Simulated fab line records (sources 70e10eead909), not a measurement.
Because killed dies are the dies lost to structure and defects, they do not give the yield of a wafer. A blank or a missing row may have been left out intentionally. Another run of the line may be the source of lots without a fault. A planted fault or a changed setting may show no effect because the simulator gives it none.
fab line records ; flow nand-harc
[record] lots = 5; wafers = 15; last-day = 24
route steps=1159 shown P_GATE@136 END@1159
lots with no fault: from the same line, run without faults
start-h: hours from the record's first day to the start of the lot's first wafer shown ; wait-h: time in hours since the lot's previous step ; " as in the row above ; L1.1+2: several wafers, shown together as one row ; - no value, or no start was given ; * or withheld: withheld ; < > ~ a bound
route shown NAME@n: names a module that has steps shown in the file, with the first one's number in the route ; usual: mean/standard deviation taken from wafers without a fault ; same: alike in all rows ; chamber/n: place in a boat ; sites: the reading at each site ; _std_site: standard deviation of those values ; _edge_site: mean of outer sites minus mean of inner sites ; radius-mm: how far each site lies from the wafer's centre ; mask NAME#n: copy n ; behind: tool/chamber where the wafer was last shaped ; hold: reason for holding the lot/hours on hold/outcome of the hold ; device: transistor that didn't switch, given as n, p or np ; end of line: tests of these same wafers at the route's end ; a step given without rows: its recipe and nothing more ; killed: not the wafer's yield, but the dies lost to structure and defects at the first sort ; map: the dies of a wafer, with x for killed, . for not killed, _ for no die there
set.NAME: the setting as run; set.NAME@STEP: as run at that earlier step ; model.NAME: the simulator's own value behind a step, which no gauge read
lots at some steps of the route; a table a step, a row a wafer
services: the hour from which a tool's chamber was out of use, counted from the record's first day as start-h (under 0 if before that day), plus the number of hours and why
[[steps]]
[step NHARC_P_GATE_SOFTBAKE_21]
[recipe] temp-c = 105; time-s = 55
[step NHARC_P_GATE_EBR_22]
[step NHARC_P_GATE_EXPOSE_23]
[recipe] na = 1.35; target-cd-nm = 120; dose-mj = 93.91; mask-id = P_GATE
[step NHARC_P_GATE_PEB_24]
[recipe] peb-temp-c = 100; peb-time-s = 65
[step NHARC_P_GATE_DEVELOP_25]
[recipe] develop-time-s = 35; dev-temp-c = 23
[step NHARC_P_GATE_DESCUM_31]
[recipe] time-s = 3; o2-flow-sccm = 200; ar-flow-sccm = 0; bias-power-w = 0; chemistry = O2
[step NHARC_P_GATE_ETCH_104]
[recipe] target-depth-a = 600; time-s = withheld; cf4-flow-sccm = 100; chf3-flow-sccm = 30; ar-flow-sccm = 0; rf-w = 500; bias-w = 200; chemistry = CF4/CHF3
[step NHARC_P_GATE_HM_OPEN_105]
[recipe] target-depth-a = 3600; o2-flow-sccm = 400; cos-flow-sccm = 20; ar-flow-sccm = 0; rf-w = 500; bias-w = 300; chemistry = O2/COS
[step NHARC_P_GATE_STRIP_106]
[recipe] o2-flow-sccm = 400; cos-flow-sccm = 20; ar-flow-sccm = 0; bias-w = 0; chemistry = O2/COS
[step NHARC_P_GATE_ETCH_114]
[recipe] target-depth-a = 300; overetch-a = 30; time-s = 16.5; ion-energy-ev = 100; cf4-flow-sccm = 80; o2-flow-sccm = 20; ar-flow-sccm = 0; rf-w = 300; bias-w = 100; chemistry = CF4/O2
[usual] bias-w = 100.0/0.32; drypump-motor-current-A = 5.75/0.25; oes-product-au = 1.003/0.007; rf-fwd-power-W = 293.8/1.3; rf-vpp-V = 198.3/1.4; showerhead-plenum-p-Torr = 1.36/0.057; throttle-valve-pct = 13.397/0.0088
lot.wafer;tool;chamber;start-h;wait-h;bias-w;drypump-motor-current-A;oes-product-au;rf-fwd-power-W;rf-hours-counter-h;rf-vpp-V;showerhead-plenum-p-Torr;throttle-valve-pct
L935.3;rie-diel-07;2;87;-;100.1;5.63;1.006;293.9;11;198.2;1.39;13.405
L935.2;rie-diel-07;0;87;-;100.0;5.70;1.005;293.3;9;199.8;1.40;13.405
L935.5;rie-diel-07;2;87;-;99.9;5.62;1.006;292.9;-;200.3;1.39;13.418
L945.1;rie-diel-07;0;145;-;100.1;5.67;1.005;292.7;31;200.0;1.40;13.401
L945.2;rie-diel-07;2;145;-;99.9;5.61;1.005;293.7;32;198.3;1.38;13.399
L945.4;rie-diel-07;3;145;-;100.3;5.48;1.005;297.1;-;199.3;1.35;13.391
L948.3;rie-diel-07;2;168;-;100.0;5.62;1.004;294.5;43;198.4;1.38;13.380
L948.5;rie-diel-07;3;168;-;100.0;5.44;0.998;295.9;-;197.6;1.35;13.403
L948.6;rie-diel-07;0;168;-;100.0;5.68;0.999;292.7;-;199.7;1.40;13.400
L947.3;rie-diel-07;3;169;-;99.8;5.45;1.009;296.7;42;198.5;1.35;13.397
L947.6;rie-diel-07;3;169;-;99.8;5.46;1.001;296.6;-;197.0;1.35;13.400
L947.5;rie-diel-07;0;169;-;99.6;5.70;1.008;292.9;-;198.8;1.39;13.389
L954.3;rie-diel-01;1;205;-;99.6;5.80;0.994;292.2;17;198.9;1.40;13.397
L954.1;rie-diel-01;0;205;-;99.9;6.15;1.018;294.9;16;198.6;1.37;13.376
L954.5;rie-diel-01;2;205;-;100.3;5.69;1.002;294.9;-;199.3;1.40;13.389
[step NHARC_P_GATE_ETCH_32]
[recipe] target-depth-a = 1500; over-etch-frac = 1; over-etch-ion-energy-ev = 40; time-s = 100.1; hbr-flow-sccm = 150; cl2-flow-sccm = 50; rf-w = 400; icp-w = 400; bias-w = 100; chemistry = HBr/Cl2
[step NHARC_P_GATE_STRIP_108]
[recipe] o2-flow-sccm = 500; ar-flow-sccm = 0; bias-w = 0; chemistry = O2
[step NHARC_P_GATE_STRIP_35]
[recipe] time-s = 600; temp-c = 130; chemistry = SPM
[step NHARC_P_GATE_PRECLEAN_73]
[recipe] time-s = *; temp-c = 50; bath-age-min = 0; chemistry = SC1
[step NHARC_P_GATE_SRD_74]
[step NHARC_P_GATE_ALD_36]
[recipe] target-thk-a = 200; pulse-time-s = 60; ald-cycles = 223; temp-c = 400; material = SiNx
[step NHARC_P_GATE_ETCHBACK_37]
[recipe] target-depth-a = 345; time-s = 17.2; chf3-flow-sccm = 50; o2-flow-sccm = 10; ar-flow-sccm = 200; rf-w = 500; bias-w = 200; chemistry = CHF3/O2
[step NHARC_P_GATE_STRIP_101]
[recipe] time-s = 20; o2-flow-sccm = 500; ar-flow-sccm = 0; bias-w = 0; chemistry = O2
[step NHARC_P_GATE_PRECLEAN_97]
[recipe] time-s = 600; temp-c = 120; chemistry = SPM
[step NHARC_P_GATE_SRD_98]
[step NHARC_P_GATE_PRECLEAN_99]
[recipe] time-s = *; temp-c = 50; bath-age-min = 0; chemistry = SC1
[step NHARC_P_GATE_SRD_100]
[step NHARC_P_GATE_DEHYDRATE_38]
[recipe] temp-c = 150; time-s = 120
[step NHARC_P_GATE_HMDS_39]
[recipe] time-s = 30
[step NHARC_P_GATE_COAT_40]
[recipe] spin-rpm = 3000
[step NHARC_P_GATE_SOFTBAKE_41]
[recipe] temp-c = 122; time-s = 95
[step NHARC_P_GATE_EBR_42]
[step NHARC_P_GATE_EXPOSE_43]
[recipe] na = 0.6; target-cd-nm = 720; dose-mj = 14.81; mask-id = P_NSD
[step NHARC_P_GATE_PEB_44]
[recipe] peb-temp-c = 118; peb-time-s = 85
[step NHARC_P_GATE_DEVELOP_45]
[recipe] time-s = 70
[step NHARC_P_GATE_HARDBAKE_47]
[recipe] temp-c = 125; time-s = 80
[step NHARC_P_GATE_DESCUM_48]
[recipe] time-s = 3; o2-flow-sccm = 200; ar-flow-sccm = 0; bias-power-w = 0; chemistry = O2
[step NHARC_P_GATE_IMPLANT_49]
[recipe] energy-kev = 30; dose-cm2 = 3e+15; tilt-deg = 7
[step NHARC_P_GATE_STRIP_111]
[recipe] power-w = 1500; temp-c = 110; time-s = 250; chemistry = N2/H2
[step NHARC_P_GATE_STRIP_75]
[recipe] power-w = 1500; temp-c = 250; chemistry = O2
[step NHARC_P_GATE_STRIP_50]
[recipe] time-s = 900; temp-c = 130; chemistry = SPM
[step NHARC_P_GATE_DEHYDRATE_51]
[recipe] temp-c = 150; time-s = 120
[step NHARC_P_GATE_INSPECT_68]
[usual] raw-defect-count = 198/76
lot.wafer;tool;chamber;start-h;wait-h;raw-defect-count
L935.2;defect-inspect-02;-;104.85;0.1;224
L935.3;defect-inspect-02;-;104.85;0.1;117
L935.5;defect-inspect-02;-;104.85;0.1;132
L945.1;defect-inspect-01;-;164.11;0.2;704
L945.2;defect-inspect-01;-;164.11;0.2;156
L945.4;defect-inspect-01;-;164.11;0.2;170
L948.3;defect-inspect-02;-;186.73;0.1;314
L948.5;defect-inspect-02;-;186.73;0.1;118
L948.6;defect-inspect-02;-;186.73;0.1;752
L947.3;defect-inspect-01;-;188.36;0.1;216
L947.5;defect-inspect-01;-;188.36;0.1;838
L947.6;defect-inspect-01;-;188.36;0.1;222
L954.1;defect-inspect-01;-;224.15;0.2;134
L954.3;defect-inspect-01;-;224.15;0.2;187
L954.5;defect-inspect-01;-;224.15;0.2;185
[step NHARC_END_SORT_01]
[recipe] temp-c = 25
[usual] killed-at-array = 26/9.6; killed-at-other = 0.7/0.92; killed-at-periphery = 3.8/2.7; killed-dies = 31/10; killed-open = 3.3/1.7; killed-short = 1.8/1.3
[same] gross-dies = 677
lot.wafer;tool;chamber;start-h;wait-h;killed-at-array;killed-at-other;killed-at-periphery;killed-dies;killed-open;killed-short
L945.1;prober-02;0;486.10;2.5;31;1;87;119;3;1
L948.6;prober-01;0;509.71;4.0;16;0;92;108;5;0
L947.5;prober-02;0;509.00;3.7;29;0;89;118;4;1
// killed by level:class
L945.1 P_GATE:unspecified=85 A_CHANNEL_HOLE_D1:chamber-film-flake=13 A_SLIT:chamber-film-flake=11 A_ZERO_WELL:chamber-film-flake=2 A_WL_FILL:chamber-film-flake=2 P_GATE:geometric-particle:short=1 A_CHANNEL_FILL_D1:geometric-particle:open=1 A_WL_FILL:geometric-particle:open=1
L947.5 P_GATE:unspecified=87 A_SLIT:chamber-film-flake=10 A_STAIRCASE:chamber-film-flake=5 A_CHANNEL_FILL_D1:chamber-film-flake=4 A_CHANNEL_HOLE_D1:chamber-film-flake=3 P_CONTACT:geometric-particle:open=1 A_SOURCE_PLATE:geometric-particle:short=1 A_ONON_D1:geometric-particle:open=1
L948.6 P_GATE:unspecified=88 A_CHANNEL_HOLE_D1:chamber-film-flake=5 P_M0:chamber-film-flake=3 A_CONTACT:geometric-particle:open=2 A_WL_FILL:chamber-film-flake=2 A_CONTACT:chamber-film-flake=2 P_M2:geometric-particle:open=1 A_CHANNEL_FILL_D1:geometric-particle:open=1
// map L945.1 (x killed, . not)
____________.____________
_________......._________
_______x.x.....x.._______
______x.x..........______
_____..x............_____
____.xx.x..x.........____
____..x..............____
___.x.x...........x...___
___...................___
__.....................__
__.....................__
_......................._
_....................x.._
_........xxxx..........._
_.......xxxxxx.........._
_.....x.xxxxxx.........._
.......xxxxxxx...........
.......xxxxxxxx..........
........xxxxxxx...x......
...x...xxxxxxx....x......
......xxxxxxxxx.xx.......
_.....xxxxxxxxxxx.x....._
_.....xxxxxxxx...xx.x..._
_...x.xxxxxxxx.....xx..._
_.......x..xx.....x....._
_.........x.....x......._
__.....................__
__..............x......__
___..............x....___
___...................___
____.................____
____.................____
_____.......x......._____
______........x....______
_______..........._______
_________......._________
____________.____________
// map L947.5 (x killed, . not)
____________.____________
_________.....x._________
_______.......x..._______
______..x..........______
_____.x......x......_____
____.................____
____......x..........____
___...................___
___.x.................___
__x.......x............__
__........x............__
_....................x.._
_............x.........._
_........xx..x.........._
_.......xxxx..x..x......_
_......xxxxxxx.........._
....xx.xxxxxxx.x.........
.....xxxxxxxxx...........
.....xxxxxxxxxx.x........
.......xxxxxxx.x.........
.......xxxxxxxx.......x..
_......xxxxxxxx.......xx_
_.....xxxxxxxxx.......x._
_.......xxxxx.x........x_
_.....x...xxx........x.x_
_........xx...........xx_
__......x...........x.x__
__................x...x__
___..................x___
___...................___
____.................____
____.................____
_____..............._____
______.............______
_______..........._______
_________......._________
____________.____________
[[services]]
tool;chamber;start-h;hours;kind
rie-diel-01;0;67.91;-;clean
rie-diel-01;1;67.91;-;clean
rie-diel-01;2;67.91;-;clean
rie-diel-07;0;84.86;-;clean
rie-diel-07;1;84.86;-;clean
rie-diel-07;2;84.86;-;clean
rie-diel-07;3;84.86;-;clean
rie-diel-07;0;109.37;-;clean
rie-diel-07;1;109.37;-;clean
rie-diel-07;2;109.37;-;clean
rie-diel-07;3;109.37;-;clean
rie-diel-07;1;129.31;103.2;repair
rie-diel-07;0;133.98;-;clean
rie-diel-07;2;133.98;-;clean
rie-diel-07;3;133.98;-;clean
rie-diel-01;-;137.80;9.0;pm
rie-diel-07;0;158.62;-;clean
rie-diel-07;2;158.62;-;clean
rie-diel-07;3;158.62;-;clean
rie-diel-07;0;183.15;-;clean
rie-diel-07;2;183.15;-;clean
rie-diel-07;3;183.15;-;clean
rie-diel-01;3;191.09;14.9;repair
rie-diel-07;-;196.24;11.1;repair
[[key]]
[first-sign] step = NHARC_P_GATE_INSPECT_68; reading = raw-defect-count; direction = up; sigmas = 7.4; usual = 198; struck = 765
[effect] step = NHARC_END_SORT_01; reading = killed-at-periphery; direction = up; sigmas = 32; usual = 3.8; struck = 89.3
[more-kills-born-at] NHARC_P_GATE_ETCH_114@rie-diel-07 = 260
met-at NHARC_P_GATE_ETCH_114
struck-wafers L945.1,L947.5,L948.6
tester-left-out L945,L947,L948
[fault] kind = chamber-particle-source; tool = rie-diel-07; chamber = 0; onset-h = 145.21; steps = NHARC_P_GATE_ETCH_114; rate-per-visit-cm2 = 0.88459; end-h = 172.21
// tester-left-out: of these lots the tester's yield and bins aren't shown, on N5 and GAA mostly nor the transistor test; their killed dies are dies lost to structure and defects alone, not to doping, threshold or leakage, so they don't give the yield
